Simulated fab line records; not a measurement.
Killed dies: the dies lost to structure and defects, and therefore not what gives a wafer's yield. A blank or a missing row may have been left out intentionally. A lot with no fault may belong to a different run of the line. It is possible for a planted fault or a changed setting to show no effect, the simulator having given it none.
Which tool did it? / flow n5_finfet / Sampling: 11 lots, 33 wafers, 5 of 1938 route steps

## WHAT EACH GAUGE READ, for each wafer
N5_BEOL_M4_RC_MEAS_101. Usual: DIBL_N 36.3 mV/V, standard deviation 1.6; DIBL_P 36.4 mV/V, standard deviation 2.1; IOFF_N 0.16 nA/um, standard deviation 0.032; IOFF_P 0.22 nA/um, standard deviation 0.044; ION_N 675 uA/um, standard deviation 12; ION_P 463 uA/um, standard deviation 8.3; SS_N 71.6 mV/dec, standard deviation 0.64; SS_P 73.3 mV/dec, standard deviation 0.67; VT_N 250 mV, standard deviation 3.3; VT_P -250 mV, standard deviation 3.7.
lot=L342; measured=day 10 02:59; on=prober-01; DIBL_N (mV/V)=36.7 36.5 37.5; DIBL_P (mV/V)=36.5 36.4 37.5; IOFF_N (nA/um)=0.17 0.16 0.18; IOFF_P (nA/um)=0.22 0.20 0.22; ION_N (uA/um)=675 664 682; ION_P (uA/um)=470 455 469; SS_N (mV/dec)=71.0 71.4 72.1; SS_P (mV/dec)=73.9 72.9 74.1; VT_N (mV)=248 251 248; VT_P (mV)=-249 -251 -248; flag=
lot=L338; measured=day 10 05:23; on=prober-01; DIBL_N (mV/V)=33.9 35.8 33.8; DIBL_P (mV/V)=34.4 36.6 33.3; IOFF_N (nA/um)=0.12 0.16 0.12; IOFF_P (nA/um)=0.18 0.21 0.17; ION_N (uA/um)=664 683 663; ION_P (uA/um)=454 466 460; SS_N (mV/dec)=70.7 71.1 71.6; SS_P (mV/dec)=72.0 72.7 72.3; VT_N (mV)=254 250 252; VT_P (mV)=-252 -253 -254; flag=
lot=L339; measured=day 10 11:23; on=prober-01; DIBL_N (mV/V)=33.7 33.8 35.0; DIBL_P (mV/V)=33.5 33.5 35.4; IOFF_N (nA/um)=0.13 0.12 0.15; IOFF_P (nA/um)=0.19 0.19 0.22; ION_N (uA/um)=671 659 664; ION_P (uA/um)=471 464 463; SS_N (mV/dec)=71.2 71.0 71.5; SS_P (mV/dec)=72.6 73.0 72.8; VT_N (mV)=252 254 250; VT_P (mV)=-249 -249 -251; flag=
lot=L345; measured=day 11 12:28; on=prober-01; DIBL_N (mV/V)=36.8 36.9 37.2; DIBL_P (mV/V)=38.9 38.7 40.1; IOFF_N (nA/um)=0.19 0.19 0.20; IOFF_P (nA/um)=0.26 0.26 0.29; ION_N (uA/um)=690 682 697; ION_P (uA/um)=472 471 486; SS_N (mV/dec)=71.3 71.8 71.9; SS_P (mV/dec)=74.1 73.6 74.9; VT_N (mV)=249 249 247; VT_P (mV)=-248 -248 -245; flag=
lot=L347; measured=day 11 17:00; on=prober-02; DIBL_N (mV/V)=35.4 37.9 36.7; DIBL_P (mV/V)=35.7 38.7 37.3; IOFF_N (nA/um)=0.15 0.21 0.18; IOFF_P (nA/um)=0.18 0.23 0.20; ION_N (uA/um)=665 697 674; ION_P (uA/um)=457 468 454; SS_N (mV/dec)=71.2 71.7 71.2; SS_P (mV/dec)=72.8 74.1 73.0; VT_N (mV)=251 246 249; VT_P (mV)=-254 -250 -251; flag=
lot=L350; measured=day 12 15:33; on=prober-01; DIBL_N (mV/V)=37.1 36.7 35.6; DIBL_P (mV/V)=37.6 35.7 34.2; IOFF_N (nA/um)=0.17 0.15 0.13; IOFF_P (nA/um)=0.23 0.19 0.18; ION_N (uA/um)=692 681 670; ION_P (uA/um)=464 456 453; SS_N (mV/dec)=72.2 71.4 71.1; SS_P (mV/dec)=73.9 72.4 72.9; VT_N (mV)=248 250 251; VT_P (mV)=-250 -252 -253; flag=
lot=L351; measured=day 13 03:26; on=prober-01; DIBL_N (mV/V)=33.4 35.7 36.9; DIBL_P (mV/V)=34.7 36.9 39.4; IOFF_N (nA/um)=0.13 0.16 0.19; IOFF_P (nA/um)=0.18 0.22 0.26; ION_N (uA/um)=657 672 668; ION_P (uA/um)=454 461 463; SS_N (mV/dec)=71.0 71.3 72.0; SS_P (mV/dec)=72.7 73.6 74.2; VT_N (mV)=252 250 247; VT_P (mV)=-250 -250 -248; flag=
lot=L358; measured=day 14 09:46; on=prober-01; DIBL_N (mV/V)=34.4 35.5 38.4; DIBL_P (mV/V)=34.3 36.6 40.4; IOFF_N (nA/um)=0.15 0.17 0.24; IOFF_P (nA/um)=0.21 0.25 0.32; ION_N (uA/um)=678 699 690; ION_P (uA/um)=465 479 468; SS_N (mV/dec)=71.0 72.3 72.9; SS_P (mV/dec)=72.0 73.0 74.0; VT_N (mV)=246 247 243; VT_P (mV)=-247 -246 -243; flag=
lot=L359; measured=day 15 14:51; on=prober-02; DIBL_N (mV/V)=35.6 34.9 36.8; DIBL_P (mV/V)=35.1 34.2 35.7; IOFF_N (nA/um)=0.12 0.12 0.14; IOFF_P (nA/um)=0.18 0.17 0.19; ION_N (uA/um)=648 672 667; ION_P (uA/um)=450 464 461; SS_N (mV/dec)=71.4 70.7 70.9; SS_P (mV/dec)=73.4 73.2 72.4; VT_N (mV)=255 254 252; VT_P (mV)=-253 -251 -253; flag=
lot=L360; measured=day 15 18:29; on=prober-02; DIBL_N (mV/V)=35.4 34.7 40.7; DIBL_P (mV/V)=36.1 35.6 41.8; IOFF_N (nA/um)=0.13 0.13 0.24; IOFF_P (nA/um)=0.16 0.16 0.26; ION_N (uA/um)=665 662 697; ION_P (uA/um)=456 456 463; SS_N (mV/dec)=71.8 71.1 73.0; SS_P (mV/dec)=72.6 73.2 74.2; VT_N (mV)=254 252 245; VT_P (mV)=-253 -256 -247; flag=
lot=L361; measured=day 16 21:25; on=prober-01; DIBL_N (mV/V)=35.7 37.1 35.8; DIBL_P (mV/V)=34.9 36.6 35.0; IOFF_N (nA/um)=0.15 0.17 0.15; IOFF_P (nA/um)=0.21 0.23 0.21; ION_N (uA/um)=665 670 680; ION_P (uA/um)=459 462 463; SS_N (mV/dec)=71.9 72.6 72.4; SS_P (mV/dec)=72.9 73.0 72.9; VT_N (mV)=250 248 253; VT_P (mV)=-250 -248 -251; flag=

## EACH LOT AND THE TOOL THAT RAN IT (in order: tool; ch and the chambers of the sampled wafers; start)
lot=L342; N5_BEOL_M3_SPUTTER_86=pvd_sputter-02, day 9 02:22; N5_BEOL_M3_ANNEAL_89=pvd_sputter-02, day 9 02:40; N5_BEOL_M3_PRE_CLEAN_60=cvd_co-02 ch 0,1,2, day 9 04:25; N5_BEOL_M3_CO_CAP_55=cvd_co-02 ch 0,1,2, day 9 04:28
lot=L338; N5_BEOL_M3_SPUTTER_86=pvd_sputter-03, day 9 04:02; N5_BEOL_M3_ANNEAL_89=pvd_sputter-03, day 9 04:20; N5_BEOL_M3_PRE_CLEAN_60=cvd_co-01 ch 0,1, day 9 05:58; N5_BEOL_M3_CO_CAP_55=cvd_co-01 ch 0,1, day 9 06:00
lot=L339; N5_BEOL_M3_SPUTTER_86=pvd_sputter-03, day 9 12:34; N5_BEOL_M3_ANNEAL_89=pvd_sputter-03, day 9 12:52; N5_BEOL_M3_PRE_CLEAN_60=cvd_co-01 ch 0,1,2, day 9 14:29; N5_BEOL_M3_CO_CAP_55=cvd_co-01 ch 0,1,2, day 9 14:31
lot=L345; N5_BEOL_M3_SPUTTER_86=pvd_sputter-01, day 10 02:40; N5_BEOL_M3_ANNEAL_89=pvd_sputter-01, day 10 02:58; N5_BEOL_M3_PRE_CLEAN_60=cvd_co-02 ch 0,2, day 10 04:35; N5_BEOL_M3_CO_CAP_55=cvd_co-02 ch 0,2, day 10 04:39
lot=L347; N5_BEOL_M3_SPUTTER_86=pvd_sputter-03, day 10 06:33; N5_BEOL_M3_ANNEAL_89=pvd_sputter-03, day 10 06:51; N5_BEOL_M3_PRE_CLEAN_60=cvd_co-02 ch 0,2, day 10 08:28; N5_BEOL_M3_CO_CAP_55=cvd_co-02 ch 0,2, day 10 08:32
lot=L350; N5_BEOL_M3_SPUTTER_86=pvd_sputter-03, day 11 19:32; N5_BEOL_M3_ANNEAL_89=pvd_sputter-03, day 11 19:50; N5_BEOL_M3_PRE_CLEAN_60=cvd_co-02 ch 0,1,2, day 11 21:28; N5_BEOL_M3_CO_CAP_55=cvd_co-02 ch 0,1,2, day 11 21:30
lot=L351; N5_BEOL_M3_SPUTTER_86=pvd_sputter-02, day 12 11:41; N5_BEOL_M3_ANNEAL_89=pvd_sputter-02, day 12 11:59; N5_BEOL_M3_PRE_CLEAN_60=cvd_co-01 ch 0,1, day 12 13:43; N5_BEOL_M3_CO_CAP_55=cvd_co-01 ch 0,1, day 12 13:46
lot=L358; N5_BEOL_M3_SPUTTER_86=pvd_sputter-02, day 13 05:55; N5_BEOL_M3_ANNEAL_89=pvd_sputter-02, day 13 06:13; N5_BEOL_M3_PRE_CLEAN_60=cvd_co-01 ch 1,2, day 13 07:51; N5_BEOL_M3_CO_CAP_55=cvd_co-01 ch 1,2, day 13 07:53
lot=L359; N5_BEOL_M3_SPUTTER_86=pvd_sputter-02, day 13 18:02; N5_BEOL_M3_ANNEAL_89=pvd_sputter-02, day 13 18:20; N5_BEOL_M3_PRE_CLEAN_60=cvd_co-02 ch 0,1,2, day 13 19:57; N5_BEOL_M3_CO_CAP_55=cvd_co-02 ch 0,1,2, day 13 19:59
lot=L360; N5_BEOL_M3_SPUTTER_86=pvd_sputter-02, day 13 23:25; N5_BEOL_M3_ANNEAL_89=pvd_sputter-02, day 13 23:43; N5_BEOL_M3_PRE_CLEAN_60=cvd_co-02 ch 1,2, day 14 01:20; N5_BEOL_M3_CO_CAP_55=cvd_co-02 ch 1,2, day 14 01:22
lot=L361; N5_BEOL_M3_SPUTTER_86=pvd_sputter-01, day 15 06:17; N5_BEOL_M3_ANNEAL_89=pvd_sputter-01, day 15 06:35; N5_BEOL_M3_PRE_CLEAN_60=cvd_co-01 ch 0,2, day 15 08:14; N5_BEOL_M3_CO_CAP_55=cvd_co-01 ch 0,2, day 15 08:19
- N5_BEOL_M3_SPUTTER_86: material Cu, target thk 4.5 nm, time 8.29 s.
- N5_BEOL_M3_ANNEAL_89: time 240 s.
- N5_BEOL_M3_PRE_CLEAN_60: time 15 s.
- N5_BEOL_M3_CO_CAP_55: material Co, precursor CCTBA/H2, target thk 2 nm, time 102.1 s.

## WHAT THE TOOLS THEMSELVES READ (means of the sampled wafers that have a number; where no wafer has one, the mark that the record gives instead)
N5_BEOL_M3_SPUTTER_86. Usual: throttle_valve_pct reads 29.6 % (standard deviation 0.91).
lot=L342; tool=pvd_sputter-02; throttle_valve_pct (%)=29.2; flag=
lot=L338; tool=pvd_sputter-03; throttle_valve_pct (%)=30.0; flag=
lot=L339; tool=pvd_sputter-03; throttle_valve_pct (%)=30.8; flag=
lot=L345; tool=pvd_sputter-01; throttle_valve_pct (%)=29.1; flag=
lot=L347; tool=pvd_sputter-03; throttle_valve_pct (%)=30.0; flag=
lot=L350; tool=pvd_sputter-03; throttle_valve_pct (%)=29.7; flag=
lot=L351; tool=pvd_sputter-02; throttle_valve_pct (%)=29.0; flag=
lot=L358; tool=pvd_sputter-02; throttle_valve_pct (%)=29.5; flag=
lot=L359; tool=pvd_sputter-02; throttle_valve_pct (%)=29.2; flag=
lot=L360; tool=pvd_sputter-02; throttle_valve_pct (%)=29.0; flag=
lot=L361; tool=pvd_sputter-01; throttle_valve_pct (%)=29.2; flag=

N5_BEOL_M3_ANNEAL_89. Usual: heater_power_w reads 840 W (standard deviation 110).
lot=L342; tool=pvd_sputter-02; heater_power_w (W)=813; flag=
lot=L338; tool=pvd_sputter-03; heater_power_w (W)=860; flag=
lot=L339; tool=pvd_sputter-03; heater_power_w (W)=757; flag=
lot=L345; tool=pvd_sputter-01; heater_power_w (W)=770; flag=
lot=L347; tool=pvd_sputter-03; heater_power_w (W)=907; flag=
lot=L350; tool=pvd_sputter-03; heater_power_w (W)=854; flag=
lot=L351; tool=pvd_sputter-02; heater_power_w (W)=810; flag=
lot=L358; tool=pvd_sputter-02; heater_power_w (W)=883; flag=
lot=L359; tool=pvd_sputter-02; heater_power_w (W)=826; flag=
lot=L360; tool=pvd_sputter-02; heater_power_w (W)=930; flag=
lot=L361; tool=pvd_sputter-01; heater_power_w (W)=778; flag=

N5_BEOL_M3_PRE_CLEAN_60. Usual: heater_power_outer_w 32 W, standard deviation 5.3; heater_power_w 104 W, standard deviation 10.
lot=L342; tool=cvd_co-02; heater_power_outer_w (W)=33; heater_power_w (W)=103; flag=
lot=L338; tool=cvd_co-01; heater_power_outer_w (W)=32; heater_power_w (W)=104; flag=
lot=L339; tool=cvd_co-01; heater_power_outer_w (W)=29; heater_power_w (W)=105; flag=
lot=L345; tool=cvd_co-02; heater_power_outer_w (W)=36; heater_power_w (W)=103; flag=
lot=L347; tool=cvd_co-02; heater_power_outer_w (W)=36; heater_power_w (W)=103; flag=
lot=L350; tool=cvd_co-02; heater_power_outer_w (W)=33; heater_power_w (W)=105; flag=
lot=L351; tool=cvd_co-01; heater_power_outer_w (W)=33; heater_power_w (W)=106; flag=
lot=L358; tool=cvd_co-01; heater_power_outer_w (W)=31; heater_power_w (W)=106; flag=
lot=L359; tool=cvd_co-02; heater_power_outer_w (W)=34; heater_power_w (W)=105; flag=
lot=L360; tool=cvd_co-02; heater_power_outer_w (W)=29; heater_power_w (W)=95; flag=
lot=L361; tool=cvd_co-01; heater_power_outer_w (W)=29; heater_power_w (W)=100; flag=

N5_BEOL_M3_CO_CAP_55. Usual: chamber_pressure_Torr 29.99 Torr, standard deviation 0.069; heater_power_outer_w 138 W, standard deviation 7; heater_power_w 260 W, standard deviation 14.
lot=L342; tool=cvd_co-02; chamber_pressure_Torr (Torr)=29.99; heater_power_outer_w (W)=139; heater_power_w (W)=259; flag=
lot=L338; tool=cvd_co-01; chamber_pressure_Torr (Torr)=29.98; heater_power_outer_w (W)=138; heater_power_w (W)=261; flag=
lot=L339; tool=cvd_co-01; chamber_pressure_Torr (Torr)=29.94; heater_power_outer_w (W)=135; heater_power_w (W)=256; flag=
lot=L345; tool=cvd_co-02; chamber_pressure_Torr (Torr)=30.10; heater_power_outer_w (W)=141; heater_power_w (W)=257; flag=
lot=L347; tool=cvd_co-02; chamber_pressure_Torr (Torr)=29.89; heater_power_outer_w (W)=142; heater_power_w (W)=257; flag=
lot=L350; tool=cvd_co-02; chamber_pressure_Torr (Torr)=29.94; heater_power_outer_w (W)=139; heater_power_w (W)=262; flag=
lot=L351; tool=cvd_co-01; chamber_pressure_Torr (Torr)=29.99; heater_power_outer_w (W)=138; heater_power_w (W)=263; flag=
lot=L358; tool=cvd_co-01; chamber_pressure_Torr (Torr)=-; heater_power_outer_w (W)=-; heater_power_w (W)=-; flag=OFF
lot=L359; tool=cvd_co-02; chamber_pressure_Torr (Torr)=-; heater_power_outer_w (W)=-; heater_power_w (W)=-; flag=OFF
lot=L360; tool=cvd_co-02; chamber_pressure_Torr (Torr)=30.06; heater_power_outer_w (W)=136; heater_power_w (W)=252; flag=
lot=L361; tool=cvd_co-01; chamber_pressure_Torr (Torr)=30.06; heater_power_outer_w (W)=132; heater_power_w (W)=258; flag=

## THE ANSWER, worked out from the rows above alone
Rule: a lot is off if the mean of its wafers that have a number lies more than 3 standard deviations from the usual mean. A lot without any number at a reading at which 4 lots or more have one is off too. Any other lot the step has rows for is counted as sound. After the gauges, taken in route order, come the tools' own readings; for these a lot's mean is taken, as printed above. At the first step where some lot is off, the reading lying furthest off is the one used; lots without a number count as furthest.
Off, at N5_BEOL_M3_CO_CAP_55 on chamber_pressure_Torr: L358, L359. Without a number there: L358, L359.
If a tool, at that step or one of the process steps before it, ran each lot that is off and ran no sound lot following the first of them, it fits. None of those tried fits.

## WHAT THE SIMULATOR HAD PUT IN
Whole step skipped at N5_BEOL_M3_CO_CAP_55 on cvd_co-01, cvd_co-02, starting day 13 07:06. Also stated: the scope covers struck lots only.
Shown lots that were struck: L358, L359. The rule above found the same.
